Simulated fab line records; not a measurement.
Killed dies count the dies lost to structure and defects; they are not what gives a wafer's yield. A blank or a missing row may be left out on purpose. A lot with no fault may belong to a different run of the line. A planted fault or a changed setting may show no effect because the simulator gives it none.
8D (eight disciplines) problem report, filled in by code / flow nandHarc / the parts of the form that need people (team, actions taken, sign-off) are left out

1. PROBLEM STATEMENT
Wafers without a fault read 48.2 s, standard deviation 0.39; runLengthS at NHARC_A_WL_FILL_ETCHBACK_17 reads a mean of 45.6 s on 4 wafers belonging to 3 lots. Relative to the usual mean, that is a shift of -6.7 standard deviations.
The step: etches the open film in Cl2/BCl3, target depth 4 nm, time 26.7 s.
First observed at day 24 12:22: wafer L360.2, on rieMetal-02. The record has a number at this step for 35 wafers belonging to 12 lots. Rule for "out" (also "out of limits"): further than 4 standard deviations from the usual mean. The rest of the wafers with a number are treated as sound.

2. WHAT IT IS, AND WHAT IT ISN'T
question=which readings at this step | is=runLengthS | is not=drypumpMotorCurrentA, oesProductAu
question=which lots | is=L360, L361, L362 | is not=L351, L363, L364, L367, L369, L370, L371, L372, L373
question=which wafers of those lots | is=L360.2, L360.5, L361.2, L362.2 | is not=L361.1, L361.6, L362.3, L362.6
question=read on which tools | is=rieMetal-02 | is not=rieMetal-01, rieMetal-03
question=when | is=from day 24 12:22 | is not=up to then (3 sound wafers); but 28 sound wafers of L361, L362, L363, L364, L367, L369, L370, L371, L372, L373 came after

3. THE SUSPECTS, EACH WITH WHAT RULES IT OUT
Counting: a tool at a process step up to the reading stays a suspect if it ran every lot that is out. Sound lots after the first of them don't rule it out here, since some wafers of a struck lot are sound.
- rieMetal-02 at NHARC_A_WL_FILL_ETCHBACK_17 (etches the open film in Cl2/BCl3, target depth 4 nm, time 26.7 s): kept. It ran every lot that is out, first L360 (day 24 12:22). Its own readings are out on those wafers: runLengthS.
Left after counting: rieMetal-02 at NHARC_A_WL_FILL_ETCHBACK_17.

4. THE CAUSE (what the simulator had put in)
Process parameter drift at NHARC_A_WL_FILL_ETCHBACK_17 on rieMetal-02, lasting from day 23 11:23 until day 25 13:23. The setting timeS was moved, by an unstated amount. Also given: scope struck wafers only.
This tool alone remained once counting was done.

5. SEQUENCE OF EFFECTS, ordered by route
Rows list readings where the struck wafers' mean (over those with a number) sits beyond 3 standard deviations from the usual. Only readings whose record carries a usual standard deviation are examined. hours: median over the lots of the time between each lot's start at the first step of this table that gives one and its start at this step. sigmas: the change, counted in usual standard deviations.
hours=0; step=NHARC_A_WL_FILL_ETCHBACK_17; reading=runLengthS; usual=48.2 s; on struck wafers=45.6; change=-2.6; sigmas=-6.7
Process steps it contains:
- NHARC_A_WL_FILL_ETCHBACK_17: etches the open film in Cl2/BCl3, target depth 4 nm, time 26.7 s.

6. HOW IT WOULD HAVE BEEN CAUGHT EARLIER
In this record the first reading out of limits was taken at day 24 12:22, 25 hours after the fault began at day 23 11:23.
